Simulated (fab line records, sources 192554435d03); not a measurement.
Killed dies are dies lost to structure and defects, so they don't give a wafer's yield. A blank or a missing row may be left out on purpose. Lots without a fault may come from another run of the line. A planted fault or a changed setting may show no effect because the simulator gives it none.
Chamber matching | flow n5_finfet | N5_BEOL_M0_SAQP_ETCH_84 on rie_diel-06: 4 sister chambers
The step etches SOC in N2/H2, target depth 100 nm, overetch 20 nm, time 150 s. 7 wafers are shown with their chamber, then 7 later ones without.

WAFERS WITH THEIR CHAMBER
wafer  | chamber | drypump_motor_current_A (A) | showerhead_plenum_p_Torr (Torr)
L076.5 | 1       | 6.6                         | 2.69
L079.4 | 3       | 5.9                         | 2.48
L087.1 | 3       | 5.9                         | 2.47
L087.2 | 2       | 5.6                         | 2.52
L087.3 | 0       | 5.8                         | 2.49
L093.3 | 0       | 5.8                         | 2.48
L093.4 | 2       | 5.7                         | 2.51

WAFERS WITHOUT THEIR CHAMBER
wafer  | drypump_motor_current_A (A) | showerhead_plenum_p_Torr (Torr)
L093.6 | 5.8                         | 2.48
L094.1 | 5.7                         | 2.51
L094.4 | 5.8                         | 2.48
L094.6 | 5.8                         | 2.48
L097.2 | 5.6                         | 2.51
L097.3 | 5.8                         | 2.48
L097.6 | 6.6                         | 2.68

WHICH CHAMBER EACH WENT THROUGH
wafer  | from the rows above     | in truth
L093.6 | can't be placed: 0 or 3 | 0
L094.1 | 2                       | 2
L094.4 | can't be placed: 0 or 3 | 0
L094.6 | can't be placed: 0 or 3 | 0
L097.2 | 2                       | 2
L097.3 | can't be placed: 0 or 3 | 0
L097.6 | 1                       | 1
Placed correctly: 3 of 7. Can't be placed from these rows: 4 (the true chamber is among the candidates in 4). Placed wrongly: 0.
How it was worked out, from the rows above alone: a wafer's distance from a chamber is the root of the sum, over the readings, of the square of ((its reading less the chamber's mean) divided by the reading's scatter). The wafer belongs to the nearest chamber; if the next one is less than 2 further off, it can't be placed. A chamber's mean is the mean of its shown wafers. The scatter: the root of (the sum of the squares of (reading less its chamber's mean) over the shown wafers, divided by (wafers less chambers)).
